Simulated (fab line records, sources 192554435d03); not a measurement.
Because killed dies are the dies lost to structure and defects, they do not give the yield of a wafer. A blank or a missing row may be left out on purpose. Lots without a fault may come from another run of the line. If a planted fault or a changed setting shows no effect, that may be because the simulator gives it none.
Matching of chambers || flow n5-finfet || N5_BEOL_M10_DEP_56 on pecvd-01 has 3 sister chambers
The step deposits SiCN from 3MS/NH3, target thk 15 nm, time 26.5 s. 16 wafers are shown with their chamber, then 8 later ones without.

WAFERS, EACH WITH ITS CHAMBER
{"wafer": "L077.1", "chamber": 0, "throttle-valve-pct (%)": 9.1, "showerhead-plenum-p-Torr (Torr)": 3.671}
{"wafer": "L077.4", "chamber": 1, "throttle-valve-pct (%)": 9.5, "showerhead-plenum-p-Torr (Torr)": 3.652}
{"wafer": "L077.5", "chamber": 1, "throttle-valve-pct (%)": 9.1, "showerhead-plenum-p-Torr (Torr)": 3.650}
{"wafer": "L079.1", "chamber": 1, "throttle-valve-pct (%)": 9.3, "showerhead-plenum-p-Torr (Torr)": 3.648}
{"wafer": "L079.3", "chamber": 1, "throttle-valve-pct (%)": 9.1, "showerhead-plenum-p-Torr (Torr)": 3.656}
{"wafer": "L079.4", "chamber": 2, "throttle-valve-pct (%)": 8.6, "showerhead-plenum-p-Torr (Torr)": 3.667}
{"wafer": "L086.1", "chamber": 0, "throttle-valve-pct (%)": 9.4, "showerhead-plenum-p-Torr (Torr)": 3.665}
{"wafer": "L086.3", "chamber": 2, "throttle-valve-pct (%)": 8.4, "showerhead-plenum-p-Torr (Torr)": 3.677}
{"wafer": "L086.5", "chamber": 1, "throttle-valve-pct (%)": 9.0, "showerhead-plenum-p-Torr (Torr)": 3.652}
{"wafer": "L089.1", "chamber": 1, "throttle-valve-pct (%)": 9.0, "showerhead-plenum-p-Torr (Torr)": 3.654}
{"wafer": "L089.4", "chamber": 1, "throttle-valve-pct (%)": 8.9, "showerhead-plenum-p-Torr (Torr)": 3.646}
{"wafer": "L089.5", "chamber": 0, "throttle-valve-pct (%)": 9.2, "showerhead-plenum-p-Torr (Torr)": 3.665}
{"wafer": "L087.1", "chamber": 0, "throttle-valve-pct (%)": 8.9, "showerhead-plenum-p-Torr (Torr)": 3.665}
{"wafer": "L087.5", "chamber": 1, "throttle-valve-pct (%)": 9.4, "showerhead-plenum-p-Torr (Torr)": 3.653}
{"wafer": "L087.6", "chamber": 0, "throttle-valve-pct (%)": 9.3, "showerhead-plenum-p-Torr (Torr)": 3.680}
{"wafer": "L090.2", "chamber": 0, "throttle-valve-pct (%)": 9.3, "showerhead-plenum-p-Torr (Torr)": 3.670}

SIGNATURES, as means of the wafers listed above
{"reading": "throttle-valve-pct", "chamber 0": 9.200, "chamber 1": 9.162, "chamber 2": 8.500, "scatter within a chamber": 0.196}
{"reading": "showerhead-plenum-p-Torr", "chamber 0": 3.66933, "chamber 1": 3.65137, "chamber 2": 3.67200, "scatter within a chamber": 0.00478}
Rule: a wafer lies at a distance from a chamber equal to the root of the sum of squares, over the readings, of (its reading less the chamber's mean, divided by the reading's scatter). If the next closest chamber is less than 2 further off than the closest, the wafer can't be placed; otherwise it belongs to the closest. The scatter: the root of (the sum of the squares of (reading less its chamber's mean) over the shown wafers, divided by (wafers less chambers)).

WAFERS WHOSE CHAMBER IS MISSING
{"wafer": "L090.3", "throttle-valve-pct (%)": 9.0, "showerhead-plenum-p-Torr (Torr)": 3.645}
{"wafer": "L090.5", "throttle-valve-pct (%)": 9.2, "showerhead-plenum-p-Torr (Torr)": 3.669}
{"wafer": "L092.2", "throttle-valve-pct (%)": 8.2, "showerhead-plenum-p-Torr (Torr)": 3.681}
{"wafer": "L092.4", "throttle-valve-pct (%)": 9.2, "showerhead-plenum-p-Torr (Torr)": 3.676}
{"wafer": "L092.5", "throttle-valve-pct (%)": 8.4, "showerhead-plenum-p-Torr (Torr)": 3.665}
{"wafer": "L095.1", "throttle-valve-pct (%)": 8.3, "showerhead-plenum-p-Torr (Torr)": 3.671}
{"wafer": "L095.4", "throttle-valve-pct (%)": 8.8, "showerhead-plenum-p-Torr (Torr)": 3.654}
{"wafer": "L095.6", "throttle-valve-pct (%)": 9.0, "showerhead-plenum-p-Torr (Torr)": 3.670}

CHAMBER TAKEN BY EACH
{"wafer": "L090.3", "from the rows above": 1, "in truth": 1}
{"wafer": "L090.5", "from the rows above": 0, "in truth": 0}
{"wafer": "L092.2", "from the rows above": 2, "in truth": 2}
{"wafer": "L092.4", "from the rows above": 0, "in truth": 0}
{"wafer": "L092.5", "from the rows above": 2, "in truth": 2}
{"wafer": "L095.1", "from the rows above": 2, "in truth": 2}
{"wafer": "L095.4", "from the rows above": "can't be placed: 1 or 0", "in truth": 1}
{"wafer": "L095.6", "from the rows above": "can't be placed: 0 or 2", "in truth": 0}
6 of 8 placed correctly. Unplaceable from these rows: 2, with the true chamber sitting among the candidates in 2. 0 placed wrongly.
